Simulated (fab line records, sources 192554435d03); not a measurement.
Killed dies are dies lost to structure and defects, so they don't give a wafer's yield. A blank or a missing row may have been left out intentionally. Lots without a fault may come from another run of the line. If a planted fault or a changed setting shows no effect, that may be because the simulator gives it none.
Which tool is to blame? -- flow n5_finfet -- 24 lots, 72 wafers sampled, at 3 steps of a route of 1938

## WHAT THE GAUGES SHOWED, per wafer
N5_BEOL_M3_OVL_MEAS_29.
lot,measured,on,V2_OVL (nm)
L074,day 6 23:09,overlay-01,-1.2 -1.5 -1.2
L075,day 7 05:22,overlay-01,0.7 -0.4 0.2
L077,day 7 16:59,overlay-02,1.0 0.1 -0.1
L076,day 8 00:34,overlay-01,1.4 0.5 1.4
L079,day 8 08:02,overlay-01,1.5 0.4 0.9
L078,day 8 10:56,overlay-01,0.3 -0.8 -0.5
L080,day 8 22:50,overlay-02,0.6 -0.4 0.4
L081,day 9 00:00,overlay-02,-0.4 0.4 0.4
L083,day 9 06:07,overlay-02,0.7 0.0 -0.7
L082,day 9 08:14,overlay-01,0.3 -1.1 -1.5
L084,day 9 17:00,overlay-01,0.1 0.1 -0.6
L085,day 9 22:11,overlay-02,0.2 -0.3 0.5
L086,day 10 15:34,overlay-02,-0.5 -0.4 0.1
L087,day 10 21:55,overlay-01,0.1 -0.3 0.9
L088,day 10 23:19,overlay-02,0.9 0.6 0.3
L089,day 11 01:19,overlay-01,-1.0 -0.5 -0.9
L090,day 11 06:51,overlay-01,-0.8 -0.4 -0.4
L091,day 11 12:12,overlay-01,0.7 -0.7 0.0
L092,day 11 17:38,overlay-02,-0.3 0.2 -0.1
L094,day 12 01:23,overlay-02,0.1 -0.2 -0.2
L093,day 12 12:15,overlay-02,0.4 -0.7 -2.0
L095,day 12 18:52,overlay-02,0.9 0.1 1.4
L096,day 13 01:29,overlay-01,0.0 0.6 0.3
L097,day 13 06:37,overlay-01,0.4 0.5 -0.5

## EACH LOT AND THE TOOL THAT RAN IT (in order: tool; ch and the chambers of the sampled wafers; start)
lot,N5_BEOL_M2_ETCHBACK_99,N5_BEOL_M2_SPUTTER_94
L074,"rie_diel-01 ch 0,2,3, day 6 15:56","pvd_sputter-01, day 6 19:15"
L075,"rie_diel-01 ch 0,2, day 6 21:05","pvd_sputter-03, day 7 01:04"
L077,"rie_diel-05 ch 0,3, day 7 09:48","pvd_sputter-01, day 7 13:14"
L076,"rie_diel-01 ch 1,2,3, day 7 09:54","pvd_sputter-03, day 7 14:38"
L079,"rie_diel-01 ch 0,2,3, day 8 01:04","pvd_sputter-01, day 8 04:13"
L078,"rie_diel-01 ch 0,3, day 8 04:28","pvd_sputter-02, day 8 07:42"
L080,"rie_diel-05 ch 1,2, day 8 08:55","pvd_sputter-03, day 8 18:15"
L081,"rie_diel-01 ch 0,1,3, day 8 17:35","pvd_sputter-03, day 8 20:32"
L083,"rie_diel-01 ch 0,1,2, day 8 20:49","pvd_sputter-01, day 9 00:29"
L082,"rie_diel-02 ch 0,2,3, day 9 00:17","pvd_sputter-02, day 9 03:48"
L084,"rie_diel-01 ch 1,2,3, day 9 06:50","pvd_sputter-01, day 9 12:10"
L085,"rie_diel-02 ch 0,2,3, day 9 16:05","pvd_sputter-03, day 9 19:07"
L086,"rie_diel-02 ch 0,3, day 10 09:35","pvd_sputter-03, day 10 12:36"
L087,"rie_diel-02 ch 0,1,2, day 10 13:59","pvd_sputter-02, day 10 17:19"
L088,"rie_diel-02 ch 0,1,3, day 10 17:11","pvd_sputter-01, day 10 20:06"
L089,"rie_diel-01 ch 0,1, day 10 17:19","pvd_sputter-03, day 10 21:38"
L090,"rie_diel-05 ch 0,2,3, day 10 21:57","pvd_sputter-02, day 11 01:22"
L091,"rie_diel-02 ch 1,2,3, day 11 05:49","pvd_sputter-01, day 11 09:09"
L092,"rie_diel-02 ch 0,2,3, day 11 09:59","pvd_sputter-01, day 11 14:40"
L094,"rie_diel-01 ch 1,3, day 11 19:38","pvd_sputter-02, day 11 22:31"
L093,"rie_diel-05 ch 0,3, day 12 06:32","pvd_sputter-02, day 12 09:18"
L095,"rie_diel-01 ch 0,2, day 12 10:00","pvd_sputter-03, day 12 14:35"
L096,"rie_diel-01 ch 0,3, day 12 16:37","pvd_sputter-03, day 12 19:48"
L097,"rie_diel-02 ch 1,2, day 13 00:08","pvd_sputter-02, day 13 03:22"
- N5_BEOL_M2_ETCHBACK_99: etches SiO2 in CHF3, target depth 5 nm, time 10.4 s.
- N5_BEOL_M2_SPUTTER_94: material Cu, target thk 4.5 nm, time 8.29 s.

## WHAT THE TOOLS THEMSELVES READ (means of the sampled wafers that have a number; where no wafer has one, the mark that the record gives instead)
N5_BEOL_M2_ETCHBACK_99.
lot,tool,drypump_motor_current_A (A),oes_ar_750_au (a.u.),oes_product_au (a.u.),rf_vpp_V (V),showerhead_plenum_p_Torr (Torr),throttle_valve_pct (%)
L074,rie_diel-01,5.7,0.76,0.76,244,2.12,17.09
L075,rie_diel-01,5.5,0.76,0.77,245,2.12,16.84
L077,rie_diel-05,5.2,0.87,0.88,244,2.15,17.07
L076,rie_diel-01,5.5,0.81,0.83,245,2.21,17.08
L079,rie_diel-01,5.6,0.75,0.75,245,2.11,17.10
L078,rie_diel-01,5.9,0.72,0.72,244,2.06,17.34
L080,rie_diel-05,5.4,0.74,0.73,249,2.24,16.83
L081,rie_diel-01,5.8,0.77,0.78,244,2.16,17.32
L083,rie_diel-01,5.7,0.77,0.79,246,2.15,17.08
L082,rie_diel-02,5.5,0.79,0.79,242,2.20,17.04
L084,rie_diel-01,5.5,0.79,0.81,244,2.21,17.12
L085,rie_diel-02,5.5,0.79,0.78,243,2.19,17.06
L086,rie_diel-02,5.0,0.76,0.75,246,2.13,16.99
L087,rie_diel-02,5.4,0.78,0.78,242,2.23,17.05
L088,rie_diel-02,5.0,0.76,0.75,244,2.19,17.07
L089,rie_diel-01,5.9,0.91,0.94,249,2.27,16.96
L090,rie_diel-05,5.2,0.87,0.88,242,2.15,16.96
L091,rie_diel-02,5.5,0.78,0.78,240,2.24,17.16
L092,rie_diel-02,5.5,0.78,0.77,241,2.19,17.08
L094,rie_diel-01,5.7,0.78,0.80,245,2.24,17.35
L093,rie_diel-05,5.3,0.84,0.84,241,2.11,17.16
L095,rie_diel-01,5.5,0.80,0.81,247,2.19,16.75
L096,rie_diel-01,5.8,0.80,0.79,242,2.20,17.25
L097,rie_diel-02,5.9,0.77,0.79,240,2.28,17.18

N5_BEOL_M2_SPUTTER_94.
lot,tool,chuck_sensor_temp_C (C),throttle_valve_pct (%)
L074,pvd_sputter-01,-15.9,29.7
L075,pvd_sputter-03,-15.4,29.6
L077,pvd_sputter-01,-15.8,29.8
L076,pvd_sputter-03,-15.2,29.7
L079,pvd_sputter-01,-15.9,30.2
L078,pvd_sputter-02,-15.7,28.7
L080,pvd_sputter-03,-15.4,30.1
L081,pvd_sputter-03,-15.0,30.4
L083,pvd_sputter-01,-15.7,30.2
L082,pvd_sputter-02,-15.8,28.8
L084,pvd_sputter-01,-15.9,29.5
L085,pvd_sputter-03,-15.3,30.1
L086,pvd_sputter-03,-15.4,30.1
L087,pvd_sputter-02,-15.7,29.8
L088,pvd_sputter-01,-15.7,29.4
L089,pvd_sputter-03,-15.5,30.0
L090,pvd_sputter-02,-15.7,29.2
L091,pvd_sputter-01,-16.0,29.8
L092,pvd_sputter-01,-16.0,29.7
L094,pvd_sputter-02,-15.6,30.1
L093,pvd_sputter-02,-15.5,30.1
L095,pvd_sputter-03,-15.5,29.7
L096,pvd_sputter-03,-14.9,29.9
L097,pvd_sputter-02,-15.8,28.6

## THE ANSWER, worked out from the rows above alone
Rule: what is usual is taken from the lots themselves. The widest of any qualifying gaps counts: lots, ordered by their means at a reading, are off when they make up no more than a third of the lots, leave a main group of 4 or more, and stand apart from it by 3 or more times the standard deviation of that group's means. If all means in a main group match to the digits the tables above print for the reading, that group is not used. Also off: a lot with no number at a reading for which 4 or more lots have one. The other lots that the step has rows for count as sound. After the gauges, taken in route order, come the tools' own readings; for these a lot's mean is taken, as printed above. The first step at which some lot is off is used, and at that step the reading that is off furthest; a lot without a number counts as furthest.
No lot is off at any reading shown: from this, nothing can be told.

## WHAT THE SIMULATOR HAD INSERTED
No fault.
